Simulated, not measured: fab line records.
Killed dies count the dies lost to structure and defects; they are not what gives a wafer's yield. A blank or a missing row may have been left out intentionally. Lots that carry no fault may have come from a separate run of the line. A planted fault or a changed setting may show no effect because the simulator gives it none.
fab line records | flow nand-harc
record: lots: 6 | wafers: 16 | last-day: 33
route steps=1302 shown A_DECK1_JOINT@541 A_ONON_D2@545 END@1302
lots that met no fault: taken from a fault-free run of the same line
start-h: start of the lot's first displayed wafer, in hours after the record's first day | wait-h: time in hours since the lot's previous step | " unchanged from the row above | L1.1+2: several wafers, shown together as one row | - either no value or no given start | * or withheld: withheld | < > ~ a bound
route shown NAME@n: NAME is a module with steps in the file, n the number in the route of the first one | usual: the fault-free wafers' mean and standard deviation | same: alike in all rows | chamber/n: place in a boat | sites: each site's reading | _std_site: how widely they spread, as a standard deviation | _edge_site: mean of outer sites minus mean of inner sites | radius-mm: how far each site lies from the wafer's centre | mask NAME#n: copy n | behind: tool/chamber where the wafer was last shaped | hold: why the lot went on hold/how many hours it stayed there/how the hold came to an end | device: transistor that didn't switch, given as n, p or np | end of line: the route-end tests of the same wafers | a step with no rows: only its recipe | killed: the dies lost at the first sort to structure and to defects; this is not the yield of the wafer | map: shows each die of a wafer: x if killed, . if not, _ if none is there
set.NAME: the setting as run; set.NAME@STEP: as run at that earlier step | model.NAME: the simulator's own value behind a step, which no gauge read
lots seen at some steps along the route; tables by step, rows by wafer
services: from which hour (start-h, from the record's first day; less than 0 if before it) a tool's chamber was out of use, for how many hours, and why
== steps ==
step: NHARC_A_DECK1_JOINT_SRD_15
step: NHARC_A_DECK1_JOINT_DEP_16
recipe: target-thk-a: 450 | temp-c: 400 | pressure-torr: 6.5 | rf-w: 900 | teos-flow-sccm: 161.4 | flow-sccm: 2650 | target-thk-nm: 45 | gas: O2 | material: SiO2
usual: chamber-pressure-Torr: 6.500/0.014 | heater-power-w: 581/72 | showerhead-vpp-V: 1882/100 | susceptor-temp-C: 399.94/0.21 | throttle-valve-pct: 15.9/0.67
lot.wafer | tool     | chamber | start-h | wait-h | chamber-pressure-Torr | heater-power-w | showerhead-vpp-V | susceptor-temp-C | throttle-valve-pct
L457.3    | pecvd-02 | 1       | 299.42  | 0.1    | 6.500                 | 478            | 1702             | 399.97           | 16.8
L457.6    | "        | 1       | "       | "      | 6.497                 | 482            | 1683             | 399.71           | 17.0
L457.4    | "        | 2       | "       | "      | 6.511                 | 626            | 1949             | 400.05           | 14.7
L459.2    | pecvd-03 | 2       | 316.11  | 0.1    | 6.486                 | 633            | 2063             | 399.53           | 15.5
L459.4    | "        | 2       | "       | "      | 6.505                 | 638            | 2051             | 399.80           | 15.8
L459.5    | "        | 1       | "       | "      | 6.524                 | 681            | 1904             | 400.21           | 16.8
L462.1    | pecvd-01 | 0       | 343.58  | 0.1    | 6.483                 | 621            | 1772             | 400.09           | 15.1
L462.4    | "        | 2       | "       | "      | 6.517                 | 552            | 1966             | 399.74           | 15.3
L462.5    | "        | 1       | "       | "      | 6.489                 | 432            | 1948             | 400.24           | 15.0
L469.4    | pecvd-01 | 1       | 418.25  | 0.2    | 6.481                 | 541            | 1961             | 399.93           | 15.2
L469.5    | "        | 2       | "       | "      | 6.490                 | 475            | 1966             | 399.92           | 15.6
L471.2    | pecvd-01 | 1       | 445.81  | 0.1    | 6.513                 | 451            | 1970             | 400.15           | 15.3
L471.6    | "        | 0       | "       | "      | 6.507                 | 738            | 1783             | 399.97           | 15.2
L478.1    | pecvd-03 | 0       | 496.55  | 0.1    | 6.489                 | 555            | 1846             | 399.90           | 15.8
L478.2    | "        | 1       | "       | "      | 6.530                 | 639            | 1898             | 399.78           | 16.4
L478.6    | "        | 1       | "       | "      | 6.499                 | 628            | 1913             | 399.86           | 16.6
step: NHARC_A_DECK1_JOINT_THK_MEAS_17
recipe: thk-meas-gauge: ellipsometry
usual: thk-nm: 45.0/1.2
lot.wafer | tool          | chamber | start-h | wait-h | thk-nm
L457.3    | film-metro-02 | -       | 299.67  | 0.2    | 45.3
L457.4    | "             | -       | "       | "      | 47.0
L457.6    | "             | -       | "       | "      | 44.6
L459.2    | film-metro-01 | -       | 316.39  | 0.3    | 44.8
L459.4    | "             | -       | "       | "      | 44.4
L459.5    | "             | -       | "       | "      | 45.4
L462.1    | film-metro-01 | -       | 343.83  | 0.2    | 44.4
L462.4    | "             | -       | "       | "      | 45.9
L462.5    | "             | -       | "       | "      | 45.7
L469.4    | film-metro-02 | -       | 418.42  | 0.1    | 44.8
L469.5    | "             | -       | "       | "      | 46.0
L471.2    | film-metro-01 | -       | 446.10  | 0.3    | 44.2
L471.6    | "             | -       | "       | "      | 44.0
L478.1    | film-metro-01 | -       | 496.92  | 0.3    | 45.4
L478.2    | "             | -       | "       | "      | 43.6
L478.6    | "             | -       | "       | "      | 42.6
step: NHARC_A_DECK1_JOINT_INSPECT_05
usual: raw-defect-count: 331/120
lot.wafer | tool              | chamber | start-h | wait-h | raw-defect-count
L457.3    | defect-inspect-02 | -       | 299.71  | 0.0    | 295
L457.4    | "                 | -       | "       | "      | 314
L457.6    | "                 | -       | "       | "      | 173
L459.2    | defect-inspect-02 | -       | 316.42  | 0.0    | 215
L459.4    | "                 | -       | "       | "      | 400
L459.5    | "                 | -       | "       | "      | 372
L462.1    | defect-inspect-02 | -       | 343.87  | 0.0    | 324
L462.4    | "                 | -       | "       | "      | 258
L462.5    | "                 | -       | "       | "      | 249
L469.4    | defect-inspect-01 | -       | 418.46  | 0.0    | 350
L469.5    | "                 | -       | "       | "      | 362
L471.2    | defect-inspect-01 | -       | 446.13  | 0.0    | 737
L471.6    | "                 | -       | "       | "      | 601
L478.1    | defect-inspect-02 | -       | 496.95  | 0.0    | 367
L478.2    | "                 | -       | "       | "      | 597
L478.6    | "                 | -       | "       | "      | 586
step: NHARC_A_ONON_D2_DEP_00
recipe: target-thk-a: 10000 | n2-flow-sccm: 2750 | n2o-flow-sccm: 2000 | nh3-flow-sccm: 500 | sih4-flow-sccm: 210 | temp-c: 400
step: NHARC_A_ONON_D2_THK_MEAS_02
recipe: thk-meas-gauge: ellipsometry
usual: thk-nm: 1001/11
lot.wafer | tool          | chamber | start-h | wait-h | thk-nm
L457.3    | film-metro-02 | -       | 300.28  | -      | 996
L457.4    | "             | -       | "       | "      | 998
L457.6    | "             | -       | "       | "      | 997
L459.2    | film-metro-01 | -       | 317.00  | -      | 997
L459.4    | "             | -       | "       | "      | 997
L459.5    | "             | -       | "       | "      | 996
L462.1    | film-metro-02 | -       | 344.44  | -      | 998
L462.4    | "             | -       | "       | "      | 998
L462.5    | "             | -       | "       | "      | 997
L469.4    | film-metro-02 | -       | 419.03  | -      | 995
L469.5    | "             | -       | "       | "      | 996
L471.2    | film-metro-01 | -       | 446.71  | -      | 1009
L471.6    | "             | -       | "       | "      | 1010
L478.1    | film-metro-02 | -       | 497.53  | -      | 1004
L478.2    | "             | -       | "       | "      | 1006
L478.6    | "             | -       | "       | "      | 1003
step: NHARC_A_ONON_D2_DEP_03
recipe: target-thk-a: 10000 | n2-flow-sccm: 2750 | n2o-flow-sccm: 2000 | nh3-flow-sccm: 500 | sih4-flow-sccm: 210 | temp-c: 400
step: NHARC_A_ONON_D2_THK_MEAS_05
recipe: thk-meas-gauge: ellipsometry
usual: thk-nm: 1002/9.9
lot.wafer | tool          | chamber | start-h | wait-h | thk-nm
L457.3    | film-metro-02 | -       | 300.85  | -      | 1013
L457.4    | "             | -       | "       | "      | 1012
L457.6    | "             | -       | "       | "      | 1013
L459.2    | film-metro-02 | -       | 317.57  | -      | 1018
L459.4    | "             | -       | "       | "      | 1018
L459.5    | "             | -       | "       | "      | 1018
L462.1    | film-metro-02 | -       | 345.01  | -      | 1011
L462.4    | "             | -       | "       | "      | 1012
L462.5    | "             | -       | "       | "      | 1012
L469.4    | film-metro-02 | -       | 419.59  | -      | 995
L469.5    | "             | -       | "       | "      | 995
L471.2    | film-metro-02 | -       | 447.27  | -      | 993
L471.6    | "             | -       | "       | "      | 993
L478.1    | film-metro-01 | -       | 498.33  | -      | 1010
L478.2    | "             | -       | "       | "      | 1010
L478.6    | "             | -       | "       | "      | 1009
step: NHARC_A_ONON_D2_DEP_06
recipe: target-thk-a: 10000 | n2-flow-sccm: 2750 | n2o-flow-sccm: 2000 | nh3-flow-sccm: 500 | sih4-flow-sccm: 210 | temp-c: 400
step: NHARC_A_ONON_D2_THK_MEAS_08
recipe: thk-meas-gauge: ellipsometry
usual: thk-nm: 1002/8.5
lot.wafer | tool          | chamber | start-h | wait-h | thk-nm
L457.3    | film-metro-01 | -       | 301.42  | -      | 998
L457.4    | "             | -       | "       | "      | 997
L457.6    | "             | -       | "       | "      | 999
L459.2    | film-metro-02 | -       | 318.14  | -      | 992
L459.4    | "             | -       | "       | "      | 989
L459.5    | "             | -       | "       | "      | 988
L462.1    | film-metro-02 | -       | 345.57  | -      | 1011
L462.4    | "             | -       | "       | "      | 1012
L462.5    | "             | -       | "       | "      | 1012
L469.4    | film-metro-01 | -       | 420.16  | -      | 1013
L469.5    | "             | -       | "       | "      | 1016
L471.2    | film-metro-02 | -       | 447.84  | -      | 996
L471.6    | "             | -       | "       | "      | 994
L478.1    | film-metro-02 | -       | 498.91  | -      | 991
L478.2    | "             | -       | "       | "      | 992
L478.6    | "             | -       | "       | "      | 990
step: NHARC_A_ONON_D2_DEP_09
recipe: target-thk-a: 10000 | n2-flow-sccm: 2750 | n2o-flow-sccm: 2000 | nh3-flow-sccm: 500 | sih4-flow-sccm: 210 | temp-c: 400
step: NHARC_A_ONON_D2_THK_MEAS_11
recipe: thk-meas-gauge: ellipsometry
usual: thk-nm: 1002/11
lot.wafer | tool          | chamber | start-h | wait-h | thk-nm
L457.3    | film-metro-01 | -       | 301.99  | -      | 1008
L457.4    | "             | -       | "       | "      | 1009
L457.6    | "             | -       | "       | "      | 1008
L459.2    | film-metro-01 | -       | 318.70  | -      | 1003
L459.4    | "             | -       | "       | "      | 1003
L459.5    | "             | -       | "       | "      | 1004
L462.1    | film-metro-01 | -       | 346.13  | -      | 1005
L462.4    | "             | -       | "       | "      | 1004
L462.5    | "             | -       | "       | "      | 1004
L469.4    | film-metro-02 | -       | 420.85  | -      | 997
L469.5    | "             | -       | "       | "      | 995
L471.2    | film-metro-01 | -       | 448.40  | -      | 990
L471.6    | "             | -       | "       | "      | 987
L478.1    | film-metro-02 | -       | 499.47  | -      | 984
L478.2    | "             | -       | "       | "      | 986
L478.6    | "             | -       | "       | "      | 986
step: NHARC_A_ONON_D2_DEP_12
recipe: target-thk-a: 10000 | n2-flow-sccm: 2750 | n2o-flow-sccm: 2000 | nh3-flow-sccm: 500 | sih4-flow-sccm: 210 | temp-c: 400
usual: n2-flow-sccm: 2751/7 | susceptor-temp-C: 399.99/0.2
lot.wafer | tool          | chamber | start-h | wait-h | n2-flow-sccm | susceptor-temp-C
L457.3    | pecvd-onon-04 | 0       | 302.16  | 0.2    | 2766         | 399.83
L457.4    | "             | 0       | "       | "      | 2765         | 399.89
L457.6    | "             | 0       | "       | "      | 2752         | 399.98
L459.2    | pecvd-onon-03 | 0       | 318.81  | 0.1    | 2750         | 400.00
L459.4    | "             | 0       | "       | "      | 2746         | 400.11
L459.5    | "             | 0       | "       | "      | 2753         | 399.92
L462.1    | pecvd-onon-02 | 0       | 346.19  | 0.1    | 2744         | 400.14
L462.4    | "             | 0       | "       | "      | 2759         | 399.88
L462.5    | "             | 0       | "       | "      | 2750         | 400.06
L469.4    | pecvd-onon-02 | 0       | 421.08  | 0.2    | 2738         | 399.98
L469.5    | "             | 0       | "       | "      | 2758         | 400.24
L471.2    | pecvd-onon-02 | 0       | 448.52  | 0.1    | 2752         | 400.10
L471.6    | "             | 0       | "       | "      | 2746         | 400.02
L478.1    | pecvd-onon-03 | 0       | 499.53  | 0.1    | 2741         | 399.91
L478.2    | "             | 0       | "       | "      | 2756         | 399.94
L478.6    | "             | 0       | "       | "      | 2754         | 400.17
step: NHARC_A_ONON_D2_THK_MEAS_14
recipe: thk-meas-gauge: ellipsometry
usual: thk-nm: 1001/10
lot.wafer | tool          | chamber | start-h | wait-h | thk-nm
L457.3    | film-metro-02 | -       | 302.55  | -      | 983
L457.4    | "             | -       | "       | "      | 985
L457.6    | "             | -       | "       | "      | 983
L459.2    | film-metro-02 | -       | 319.27  | -      | 1003
L459.4    | "             | -       | "       | "      | 1000
L459.5    | "             | -       | "       | "      | 1003
L462.1    | film-metro-02 | -       | 346.70  | -      | 995
L462.4    | "             | -       | "       | "      | 995
L462.5    | "             | -       | "       | "      | 994
L469.4    | film-metro-02 | -       | 421.42  | -      | 985
L469.5    | "             | -       | "       | "      | 669
L471.2    | film-metro-01 | -       | 448.97  | -      | 700
L471.6    | "             | -       | "       | "      | 1020
L478.1    | film-metro-02 | -       | 500.04  | -      | 1009
L478.2    | "             | -       | "       | "      | 1008
L478.6    | "             | -       | "       | "      | 1008
step: NHARC_A_ONON_D2_ANNEAL_15
recipe: temp-c: 750 | time-s: 3600
step: NHARC_END_SORT_01
recipe: temp-c: 25
usual: killed-at-array: 58/22 | killed-at-other: 1.0/1.3 | killed-at-periphery: 5/3.4 | killed-dies: 64/22 | killed-open: 3.6/1.8 | killed-short: 2.4/1.7
same: gross-dies: 677
lot.wafer | tool      | chamber | start-h | wait-h | killed-at-array | killed-at-other | killed-at-periphery | killed-dies | killed-open | killed-short
L462.5    | prober-02 | 0       | 638.33  | 3.7    | 73              | 1               | 3                   | 77          | 4           | 2
L469.5    | prober-01 | 0       | 705.87  | 3.7    | 676             | 0               | 1                   | 677         | 6           | 3
L471.2    | prober-01 | 0       | 719.11  | 2.8    | 672             | 1               | 4                   | 677         | 2           | 1
killed by level:class
L462.5 A_CHANNEL_HOLE_D1:chamber-film-flake=36 A_CHANNEL_HOLE_D2:chamber-film-flake=28 P_ZERO_WELL:chamber-film-flake=2 A_ONON_D1:geometric-particle:open=1 A_CHANNEL_HOLE_D1:geometric-particle:short=1 A_DECK1_JOINT:geometric-particle:open=1 A_BLC:geometric-particle:open=1 STARTING-WAFER:geometric-particle:open=1
L469.5 A_ONON_D2:area-dep=637 A_CHANNEL_HOLE_D2:chamber-film-flake=19 A_CHANNEL_HOLE_D1:chamber-film-flake=5 A_WL_FILL:geometric-particle:short=2 A_CHANNEL_FILL_D2:chamber-film-flake=2 A_STAIRCASE:chamber-film-flake=2 A_SLIT:chamber-film-flake=2 P_CONTACT:geometric-particle:open=1
L471.2 A_ONON_D2:area-dep=598 A_SLIT:chamber-film-flake=32 A_CHANNEL_HOLE_D1:chamber-film-flake=28 A_CONTACT:chamber-film-flake=4 P_BONDPAD:chamber-film-flake=3 A_STAIRCASE:chamber-film-flake=3 A_ONON_D1:geometric-particle:open=2 A_CHANNEL_HOLE_D2:chamber-film-flake=2
map L469.5 (x killed, . not)
____________x____________
_________xxxxxxx_________
_______xxxxxxxxxxx_______
______xxxxxxxxxxxxx______
_____xxxxxxxxxxxxxxx_____
____xxxxxxxxxxxxxxxxx____
____xxxxxxxxxxxxxxxxx____
___xxxxxxxxxxxxxxxxxxx___
___xxxxxxxxxxxxxxxxxxx___
__xxxxxxxxxxxxxxxxxxxxx__
__xxxxxxxxxxxxxxxxxxxxx__
_xxxxxxxxxxxxxxxxxxxxxxx_
_xxxxxxxxxxxxxxxxxxxxxxx_
_xxxxxxxxxxxxxxxxxxxxxxx_
_xxxxxxxxxxxxxxxxxxxxxxx_
_xxxxxxxxxxxxxxxxxxxxxxx_
xxxxxxxxxxxxxxxxxxxxxxxxx
xxxxxxxxxxxxxxxxxxxxxxxxx
xxxxxxxxxxxxxxxxxxxxxxxxx
xxxxxxxxxxxxxxxxxxxxxxxxx
xxxxxxxxxxxxxxxxxxxxxxxxx
_xxxxxxxxxxxxxxxxxxxxxxx_
_xxxxxxxxxxxxxxxxxxxxxxx_
_xxxxxxxxxxxxxxxxxxxxxxx_
_xxxxxxxxxxxxxxxxxxxxxxx_
_xxxxxxxxxxxxxxxxxxxxxxx_
__xxxxxxxxxxxxxxxxxxxxx__
__xxxxxxxxxxxxxxxxxxxxx__
___xxxxxxxxxxxxxxxxxxx___
___xxxxxxxxxxxxxxxxxxx___
____xxxxxxxxxxxxxxxxx____
____xxxxxxxxxxxxxxxxx____
_____xxxxxxxxxxxxxxx_____
______xxxxxxxxxxxxx______
_______xxxxxxxxxxx_______
_________xxxxxxx_________
____________x____________
map L471.2 (x killed, . not)
____________x____________
_________xxxxxxx_________
_______xxxxxxxxxxx_______
______xxxxxxxxxxxxx______
_____xxxxxxxxxxxxxxx_____
____xxxxxxxxxxxxxxxxx____
____xxxxxxxxxxxxxxxxx____
___xxxxxxxxxxxxxxxxxxx___
___xxxxxxxxxxxxxxxxxxx___
__xxxxxxxxxxxxxxxxxxxxx__
__xxxxxxxxxxxxxxxxxxxxx__
_xxxxxxxxxxxxxxxxxxxxxxx_
_xxxxxxxxxxxxxxxxxxxxxxx_
_xxxxxxxxxxxxxxxxxxxxxxx_
_xxxxxxxxxxxxxxxxxxxxxxx_
_xxxxxxxxxxxxxxxxxxxxxxx_
xxxxxxxxxxxxxxxxxxxxxxxxx
xxxxxxxxxxxxxxxxxxxxxxxxx
xxxxxxxxxxxxxxxxxxxxxxxxx
xxxxxxxxxxxxxxxxxxxxxxxxx
xxxxxxxxxxxxxxxxxxxxxxxxx
_xxxxxxxxxxxxxxxxxxxxxxx_
_xxxxxxxxxxxxxxxxxxxxxxx_
_xxxxxxxxxxxxxxxxxxxxxxx_
_xxxxxxxxxxxxxxxxxxxxxxx_
_xxxxxxxxxxxxxxxxxxxxxxx_
__xxxxxxxxxxxxxxxxxxxxx__
__xxxxxxxxxxxxxxxxxxxxx__
___xxxxxxxxxxxxxxxxxxx___
___xxxxxxxxxxxxxxxxxxx___
____xxxxxxxxxxxxxxxxx____
____xxxxxxxxxxxxxxxxx____
_____xxxxxxxxxxxxxxx_____
______xxxxxxxxxxxxx______
_______xxxxxxxxxxx_______
_________xxxxxxx_________
____________x____________
== services ==
tool          | chamber | start-h | hours | kind
pecvd-01      | -       | 311.56  | 13.0  | pm
pecvd-01      | 0       | 311.56  | 13.0  | vent-cycle
pecvd-01      | 1       | 311.56  | 13.0  | vent-cycle
pecvd-01      | 2       | 311.56  | 13.0  | vent-cycle
pecvd-onon-04 | -       | 311.83  | 13.0  | pm
pecvd-02      | -       | 320.82  | 1.9   | repair
pecvd-03      | 1       | 364.90  | 9.4   | repair
pecvd-onon-02 | -       | 366.00  | 13.0  | pm
pecvd-03      | -       | 366.35  | 13.0  | pm
pecvd-03      | 0       | 366.35  | 13.0  | vent-cycle
pecvd-03      | 2       | 366.35  | 13.0  | vent-cycle
pecvd-03      | 2       | 394.01  | 7.8   | repair
pecvd-onon-03 | -       | 408.00  | 13.0  | pm
pecvd-02      | -       | 408.13  | 13.0  | pm
pecvd-03      | 2       | 425.83  | 13.8  | repair
pecvd-02      | 0       | 435.75  | 12.1  | repair
pecvd-02      | 0       | 449.84  | 5.2   | repair
pecvd-03      | 2       | 463.40  | 7.1   | repair
pecvd-onon-04 | -       | 492.83  | 13.0  | pm
pecvd-01      | -       | 492.94  | 13.0  | pm
pecvd-01      | 0       | 492.94  | 13.0  | vent-cycle
pecvd-01      | 1       | 492.94  | 13.0  | vent-cycle
pecvd-01      | 2       | 492.94  | 13.0  | vent-cycle
pecvd-03      | 2       | 496.17  | 17.6  | repair
== key ==
first-sign: step: NHARC_A_ONON_D2_THK_MEAS_14 | reading: thk-nm | direction: down | sigmas: 31 | usual: 1001 | struck: 685
effect: step: NHARC_END_SORT_01 | reading: killed-at-array | direction: up | sigmas: 28 | usual: 58 | struck: 674
more-kills-born-at: NHARC_A_ONON_D2_DEP_12@pecvd-onon-02: 1235
met-at NHARC_A_ONON_D2_DEP_12
struck-wafers L469.5,L471.2
later-rows-left-out L469.5,L471.2
tester-left-out L469,L471
onset-between 346.19 421.08
fault: kind: process-parameter-drift | tool: pecvd-onon-02 | chamber: - | onset-h: 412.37 | steps: NHARC_A_ONON_D2_DEP_12 | channel: target-thk-a | offset: * | shape: step | end-h: 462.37 | scope: struck-wafers-only | acts-in: * | stated: *
tester-left-out: of these lots the tester's yield and bins aren't shown, on N5 and GAA mostly nor the transistor test; their killed dies are dies lost to structure and defects alone, not to doping, threshold or leakage, so they don't give the yield
later-rows-left-out: the simulator's readings of these wafers behind a module that went badly wrong aren't trusted and aren't shown, but for the sort
